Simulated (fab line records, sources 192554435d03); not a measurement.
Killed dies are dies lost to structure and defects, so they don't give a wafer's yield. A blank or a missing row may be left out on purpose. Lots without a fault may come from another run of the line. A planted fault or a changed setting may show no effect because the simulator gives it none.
Which tool did it? | flow n5_finfet | 23 lots, 69 wafers sampled, at 3 steps of a route of 1938

WHAT THE GAUGES READ, wafer by wafer
N5_MOL_CONTACT_COAG_OVL_MEAS_41. Usual: VD_OVL -0.1 nm, standard deviation 0.63.
lot  | measured     | on         | VD_OVL (nm)    | flag
L074 | day 5 07:10  | overlay-02 | -0.2 0.0 0.2   |
L075 | day 5 13:02  | overlay-01 | 1.1 0.0 0.1    |
L076 | day 5 19:34  | overlay-01 | -0.4 -0.2 -0.4 |
L077 | day 5 22:14  | overlay-02 | -1.2 -0.3 -0.9 |
L078 | day 6 01:22  | overlay-02 | 0.3 1.1 0.3    |
L079 | day 6 11:13  | overlay-02 | 1.0 0.9 0.4    |
L080 | day 6 15:00  | overlay-02 | -1.0 0.5 0.3   |
L082 | day 7 07:58  | overlay-01 | 0.6 0.4 0.2    |
L083 | day 7 16:08  | overlay-02 | 0.6 0.4 -0.2   |
L084 | day 7 16:23  | overlay-02 | -0.3 -0.7 -0.7 |
L085 | day 7 23:34  | overlay-01 | -1.3 0.2 -0.6  |
L086 | day 8 07:36  | overlay-01 | 0.0 -0.4 0.4   |
L087 | day 8 10:13  | overlay-02 | 0.9 0.2 0.6    |
L088 | day 8 15:10  | overlay-02 | 0.7 -0.8 0.1   |
L089 | day 9 04:13  | overlay-02 | -0.6 -0.2 -1.6 |
L090 | day 9 04:46  | overlay-02 | 0.0 0.2 0.3    |
L091 | day 9 09:46  | overlay-01 | -0.2 0.0 0.6   |
L092 | day 9 18:23  | overlay-01 | -0.5 -0.4 -0.9 |
L093 | day 10 01:15 | overlay-02 | -0.2 0.0 0.2   |
L094 | day 10 03:37 | overlay-02 | -0.8 -0.4 0.5  |
L095 | day 10 07:46 | overlay-01 | 0.4 0.7 0.4    |
L096 | day 10 18:04 | overlay-01 | -0.2 -0.5 0.2  |
L097 | day 10 21:17 | overlay-01 | -1.7 -1.3 -1.3 |

WHICH TOOL RAN EACH LOT (tool, then ch and the chambers of the sampled wafers, then the start)
lot  | N5_MOL_CONTACT_COAG_CMP_23    | N5_MOL_CONTACT_COAG_ETCH_89
L074 | cmp-04 ch 0,1,3, day 5 00:01  | rie_diel-04 ch 0,1,3, day 5 06:02
L075 | cmp-03 ch 0,2, day 5 07:49    | rie_diel-01 ch 0,1,2, day 5 11:47
L076 | cmp-03 ch 0,2,3, day 5 14:29  | rie_diel-03 ch 0,1,2, day 5 18:13
L077 | cmp-01 ch 2,3, day 5 16:43    | rie_diel-03 ch 1,2,3, day 5 20:52
L078 | cmp-04 ch 0,2, day 5 20:27    | rie_diel-03 ch 0,3, day 6 00:14
L079 | cmp-03 ch 1,3, day 6 05:47    | rie_diel-04 ch 0,1,3, day 6 10:06
L080 | cmp-04 ch 1,2,3, day 6 10:02  | rie_diel-04 ch 1,2,3, day 6 13:53
L082 | cmp-04 ch 1,2, day 7 02:43    | rie_diel-04 ch 0,2,3, day 7 06:36
L083 | cmp-04 ch 0,2,3, day 7 10:56  | rie_diel-03 ch 1,2,3, day 7 14:51
L084 | cmp-01 ch 0,1,2, day 7 11:07  | rie_diel-01 ch 0,2, day 7 14:56
L085 | cmp-03 ch 0,1, day 7 18:31    | rie_diel-01 ch 1,2, day 7 22:19
L086 | cmp-03 ch 1,2,3, day 8 02:20  | rie_diel-03 ch 0,1,2, day 8 06:28
L087 | cmp-03 ch 0,2,3, day 8 04:20  | rie_diel-03 ch 0,1,2, day 8 08:45
L088 | cmp-04 ch 0,1, day 8 09:55    | rie_diel-03 ch 0,2, day 8 13:55
L089 | cmp-03 ch 0,3, day 8 23:14    | rie_diel-03 ch 1,2, day 9 02:57
L090 | cmp-04 ch 0,1,2, day 8 23:23  | rie_diel-04 ch 0,3, day 9 03:35
L091 | cmp-03 ch 0,1,3, day 9 03:50  | rie_diel-04 ch 0,1,3, day 9 08:31
L092 | cmp-03 ch 1,2,3, day 9 13:08  | rie_diel-01 ch 1,2, day 9 17:16
L093 | cmp-04 ch 0,1,3, day 9 19:08  | rie_diel-01 ch 1,2, day 10 00:07
L094 | cmp-03 ch 0,1, day 9 22:05    | rie_diel-03 ch 0,1,2, day 10 02:29
L095 | cmp-01 ch 0,1,2, day 10 02:45 | rie_diel-01 ch 0,1,2, day 10 06:38
L096 | cmp-03 ch 1,2,3, day 10 12:40 | rie_diel-03 ch 0,1,2, day 10 16:57
L097 | cmp-04 ch 0,2,3, day 10 16:11 | rie_diel-04 ch 1,2,3, day 10 20:02
- N5_MOL_CONTACT_COAG_CMP_23: polishes, stops on SiO2, t overpolish 1.5 s, target thk 0 nm.
- N5_MOL_CONTACT_COAG_ETCH_89: etches underlayer in N2/H2, target depth 13 nm, time 10.4 s.

WHAT THE TOOLS THEMSELVES READ (means of the sampled wafers that have a number; where no wafer has one, the mark that the record gives instead)
N5_MOL_CONTACT_COAG_CMP_23. Usual: edge_zone_pressure_frac 1.000, standard deviation 0.0049; motor_current_A 8.0 A, standard deviation 0.69; overpolish_run_s 1.500 s, standard deviation 0.0092; time_to_endpoint_s 8.8 s, standard deviation 2.5.
lot  | tool   | edge_zone_pressure_frac | motor_current_A (A) | overpolish_run_s (s) | time_to_endpoint_s (s) | flag
L074 | cmp-04 | 1.000                   | 8.0                 | 1.497                | 9.0                    |
L075 | cmp-03 | 1.000                   | 7.8                 | 1.502                | 12.3                   |
L076 | cmp-03 | 0.998                   | 7.8                 | 1.504                | 8.4                    |
L077 | cmp-01 | 0.997                   | 8.0                 | 1.501                | 10.2                   |
L078 | cmp-04 | 1.002                   | 7.3                 | 1.501                | 6.0                    |
L079 | cmp-03 | 0.999                   | 8.7                 | 1.509                | 9.5                    |
L080 | cmp-04 | 0.999                   | 7.8                 | 1.503                | 7.3                    |
L082 | cmp-04 | 1.008                   | 8.0                 | 1.497                | 10.4                   |
L083 | cmp-04 | 1.000                   | 7.7                 | 1.500                | 4.3                    |
L084 | cmp-01 | 1.001                   | 7.6                 | 1.498                | 8.0                    |
L085 | cmp-03 | 0.997                   | 8.3                 | 1.504                | 8.0                    |
L086 | cmp-03 | 0.996                   | 8.5                 | 1.494                | 6.6                    |
L087 | cmp-03 | 0.999                   | 7.8                 | 1.504                | 10.5                   |
L088 | cmp-04 | 1.002                   | 8.8                 | 1.506                | 9.9                    |
L089 | cmp-03 | 1.003                   | 7.9                 | 1.508                | 9.1                    |
L090 | cmp-04 | 1.000                   | 7.9                 | 1.499                | 12.1                   |
L091 | cmp-03 | 1.005                   | 8.1                 | 1.505                | 8.9                    |
L092 | cmp-03 | 1.005                   | 8.7                 | 1.496                | 10.9                   |
L093 | cmp-04 | 1.001                   | 8.1                 | 1.499                | 7.3                    |
L094 | cmp-03 | 1.000                   | 7.5                 | 1.499                | 9.6                    |
L095 | cmp-01 | 1.000                   | 7.4                 | 1.497                | 9.3                    |
L096 | cmp-03 | 1.002                   | 8.6                 | 1.499                | 7.1                    |
L097 | cmp-04 | 1.001                   | 7.4                 | 1.504                | 5.2                    |

N5_MOL_CONTACT_COAG_ETCH_89. Usual: drypump_motor_current_A 5.6 A, standard deviation 0.43; etch_rf_on_time_s 10.40 s, standard deviation 0.2; oes_product_au 0.65 a.u., standard deviation 0.051; rf_vpp_V 524.7 V, standard deviation 2; showerhead_plenum_p_Torr 2.57 Torr, standard deviation 0.065; throttle_valve_pct 17.76 %, standard deviation 0.2.
lot  | tool        | drypump_motor_current_A (A) | etch_rf_on_time_s (s) | oes_product_au (a.u.) | rf_vpp_V (V) | showerhead_plenum_p_Torr (Torr) | throttle_valve_pct (%) | flag
L074 | rie_diel-04 | 6.0                         | 10.41                 | 0.69                  | 525.5        | 2.59                            | 17.88                  |
L075 | rie_diel-01 | 5.2                         | 10.36                 | 0.64                  | 523.9        | 2.54                            | 17.84                  |
L076 | rie_diel-03 | 5.3                         | 10.65                 | 0.68                  | 525.7        | 2.59                            | 17.55                  |
L077 | rie_diel-03 | 5.5                         | 10.41                 | 0.64                  | 524.6        | 2.57                            | 17.70                  |
L078 | rie_diel-03 | 5.7                         | 10.32                 | 0.62                  | 525.4        | 2.64                            | 17.74                  |
L079 | rie_diel-04 | 6.0                         | 10.23                 | 0.68                  | 524.3        | 2.59                            | 17.89                  |
L080 | rie_diel-04 | 6.0                         | 10.33                 | 0.66                  | 524.8        | 2.58                            | 17.76                  |
L082 | rie_diel-04 | 6.0                         | 10.47                 | 0.62                  | 523.4        | 2.55                            | 17.82                  |
L083 | rie_diel-03 | 5.5                         | 10.40                 | 0.63                  | 525.4        | 2.56                            | 17.72                  |
L084 | rie_diel-01 | 5.1                         | 10.43                 | 0.63                  | 522.2        | 2.47                            | 17.93                  |
L085 | rie_diel-01 | 5.0                         | 10.12                 | 0.62                  | 523.5        | 2.56                            | 17.95                  |
L086 | rie_diel-03 | 5.3                         | 10.54                 | 0.66                  | 525.7        | 2.58                            | 17.58                  |
L087 | rie_diel-03 | 5.3                         | 10.57                 | 0.66                  | 525.0        | 2.58                            | 17.59                  |
L088 | rie_diel-03 | 5.2                         | 10.31                 | 0.67                  | 523.7        | 2.57                            | 17.56                  |
L089 | rie_diel-03 | 5.3                         | 10.41                 | 0.65                  | 523.3        | 2.53                            | 17.64                  |
L090 | rie_diel-04 | 6.0                         | 10.39                 | 0.63                  | 525.0        | 2.58                            | 17.89                  |
L091 | rie_diel-04 | 6.0                         | 10.27                 | 0.66                  | 524.9        | 2.58                            | 17.94                  |
L092 | rie_diel-01 | 4.9                         | 10.31                 | 0.60                  | 522.6        | 2.49                            | 18.02                  |
L093 | rie_diel-01 | 5.0                         | 10.20                 | 0.60                  | 523.5        | 2.56                            | 17.97                  |
L094 | rie_diel-03 | 5.3                         | 10.54                 | 0.65                  | 524.1        | 2.57                            | 17.61                  |
L095 | rie_diel-01 | 5.2                         | 10.37                 | 0.61                  | 523.2        | 2.52                            | 17.92                  |
L096 | rie_diel-03 | 5.3                         | 10.47                 | 0.65                  | 523.9        | 2.57                            | 17.62                  |
L097 | rie_diel-04 | 6.0                         | 10.26                 | 0.71                  | 525.3        | 2.56                            | 17.68                  |

THE ANSWER, worked out from the rows above alone
Rule: a lot is off if the mean of its wafers that have a number lies more than 3 standard deviations from the usual mean. A lot without any number at a reading at which 4 lots or more have one is off too. The other lots that the step has rows for count as sound. The gauges are gone through in route order, then the tools' own readings, and for those a lot's mean is taken as printed above. The first step at which some lot is off is used, and at that step the reading that is off furthest; a lot without a number counts as furthest.
No lot is off at any reading shown: from this, nothing can be told.

WHAT THE SIMULATOR HAD PUT IN
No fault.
